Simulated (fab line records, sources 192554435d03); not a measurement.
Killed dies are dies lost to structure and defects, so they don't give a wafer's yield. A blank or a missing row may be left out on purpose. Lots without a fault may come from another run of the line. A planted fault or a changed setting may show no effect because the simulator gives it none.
Chamber matching | flow n5_finfet | N5_HKMG_FIN_ETCH_67 on rie_diel-01: 4 sister chambers
The step etches SOC in N2/H2, stops on TiN, target depth 388.9 nm. 16 wafers are shown with their chamber, then 8 later ones without.

WAFERS WITH THEIR CHAMBER
wafer  | chamber | showerhead_plenum_p_Torr (Torr) | drypump_motor_current_A (A) | throttle_valve_pct (%)
L076.1 | 2       | 2.56                            | 5.1                         | 18.24
L076.4 | 0       | 2.60                            | 6.2                         | 17.83
L076.5 | 0       | 2.60                            | 6.2                         | 17.85
L077.1 | 3       | 2.43                            | 5.1                         | 17.67
L077.4 | 2       | 2.56                            | 5.1                         | 18.25
L077.5 | 2       | 2.56                            | 5.1                         | 18.25
L087.1 | 1       | 2.70                            | 5.8                         | 17.70
L087.2 | 3       | 2.42                            | 5.0                         | 17.69
L087.4 | 0       | 2.60                            | 6.3                         | 17.88
L088.1 | 3       | 2.42                            | 5.0                         | 17.70
L088.2 | 2       | 2.55                            | 5.1                         | 18.28
L088.6 | 1       | 2.70                            | 5.9                         | 17.72
L090.1 | 3       | 2.42                            | 5.0                         | 17.71
L090.3 | 0       | 2.59                            | 6.3                         | 17.89
L090.5 | 1       | 2.70                            | 5.8                         | 17.74
L095.2 | 1       | 2.69                            | 5.8                         | 17.76

SIGNATURES (means of the wafers above)
reading                  | chamber 0 | chamber 1 | chamber 2 | chamber 3 | scatter within a chamber
showerhead_plenum_p_Torr | 2.5975    | 2.6975    | 2.5575    | 2.4225    | 0.005
drypump_motor_current_A  | 6.250     | 5.825     | 5.100     | 5.025     | 0.0456
throttle_valve_pct       | 17.8625   | 17.7300   | 18.2550   | 17.6925   | 0.0225
Rule: a wafer's distance from a chamber is the root of the sum, over the readings, of the square of ((its reading less the chamber's mean) divided by the reading's scatter). The wafer belongs to the nearest chamber; if the next one is less than 2 further off, it can't be placed. The scatter: the root of (the sum of the squares of (reading less its chamber's mean) over the shown wafers, divided by (wafers less chambers)).

WAFERS WITHOUT THEIR CHAMBER
wafer  | showerhead_plenum_p_Torr (Torr) | drypump_motor_current_A (A) | throttle_valve_pct (%)
L095.4 | 2.41                            | 5.1                         | 17.71
L095.5 | 2.41                            | 5.0                         | 17.70
L096.2 | 2.41                            | 5.1                         | 17.72
L096.3 | 2.54                            | 5.1                         | 18.30
L096.4 | 2.69                            | 5.8                         | 17.74
L097.1 | 2.41                            | 5.0                         | 17.74
L097.4 | 2.69                            | 5.9                         | 17.74
L097.6 | 2.41                            | 5.0                         | 17.73

WHICH CHAMBER EACH WENT THROUGH
wafer  | from the rows above | in truth
L095.4 | 3                   | 3
L095.5 | 3                   | 3
L096.2 | 3                   | 3
L096.3 | 2                   | 2
L096.4 | 1                   | 1
L097.1 | 3                   | 3
L097.4 | 1                   | 1
L097.6 | 3                   | 3
Placed correctly: 8 of 8. Can't be placed from these rows: 0. Placed wrongly: 0.
